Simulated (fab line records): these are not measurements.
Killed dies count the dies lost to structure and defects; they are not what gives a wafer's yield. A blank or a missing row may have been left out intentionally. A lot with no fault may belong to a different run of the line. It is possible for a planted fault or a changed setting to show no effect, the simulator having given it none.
The tool behind it: which one? / flow nand-harc / at 1 step of a route of 1302, 14 lots with 42 wafers sampled

== WHAT EACH GAUGE READ, for each wafer ==
NHARC_A_SLIT_CD_MEAS_21.
lot=L335; measured=day 20 10:28; on=cd-sem-03; cd-nm (nm)=289.8 290.0 291.6
lot=L334; measured=day 20 12:08; on=cd-sem-02; cd-nm (nm)=287.8 287.0 287.4
lot=L337; measured=day 21 08:47; on=cd-sem-02; cd-nm (nm)=288.8 289.2 288.0
lot=L338; measured=day 22 07:56; on=cd-sem-01; cd-nm (nm)=291.1 290.5 291.0
lot=L339; measured=day 22 08:36; on=cd-sem-03; cd-nm (nm)=288.8 290.4 288.7
lot=L342; measured=day 23 17:28; on=cd-sem-03; cd-nm (nm)=289.6 290.5 289.7
lot=L340; measured=day 24 06:57; on=cd-sem-01; cd-nm (nm)=289.1 290.3 289.1
lot=L341; measured=day 24 10:42; on=cd-sem-02; cd-nm (nm)=289.1 290.2 289.9
lot=L349; measured=day 27 01:08; on=cd-sem-03; cd-nm (nm)=290.0 290.8 290.1
lot=L351; measured=day 27 15:56; on=cd-sem-03; cd-nm (nm)=290.5 290.6 289.7
lot=L350; measured=day 27 16:10; on=cd-sem-03; cd-nm (nm)=289.9 289.1 291.2
lot=L352; measured=day 27 23:58; on=cd-sem-02; cd-nm (nm)=289.9 289.8 289.8
lot=L354; measured=day 28 22:53; on=cd-sem-02; cd-nm (nm)=289.9 290.4 289.4
lot=L356; measured=day 29 15:25; on=cd-sem-01; cd-nm (nm)=289.0 290.2 290.5

== TOOL THAT RAN EACH LOT (tool first, then ch and the chambers of the sampled wafers, then the start) ==
The record holds no process step before these readings.

== AS READ BY THE TOOLS THEMSELVES (means over the sampled wafers that have a number; for cases with no such wafer, the mark the record gives instead) ==
The record holds no such reading with a usual standard deviation.

== THE ANSWER, worked out from the rows above alone ==
Rule: the lots themselves supply what counts as usual. The widest of any qualifying gaps counts: lots, ordered by their means at a reading, are off when they make up no more than a third of the lots, leave a main group of 4 or more, and stand apart from it by 3 or more times the standard deviation of that group's means. A main group whose means are all the same, to the digits that the tables above print for the reading, isn't used. A lot without any number at a reading at which 4 lots or more have one is off too. The other lots that the step has rows for count as sound. First the gauges in route order, then the tools' own readings, where a lot's mean is used as printed above. The first step at which some lot is off is used, and at that step the reading that is off furthest; a lot without a number counts as furthest.
Nothing can be told from this: no lot is off at any reading shown.

== WHAT THE SIMULATOR HAD PUT IN ==
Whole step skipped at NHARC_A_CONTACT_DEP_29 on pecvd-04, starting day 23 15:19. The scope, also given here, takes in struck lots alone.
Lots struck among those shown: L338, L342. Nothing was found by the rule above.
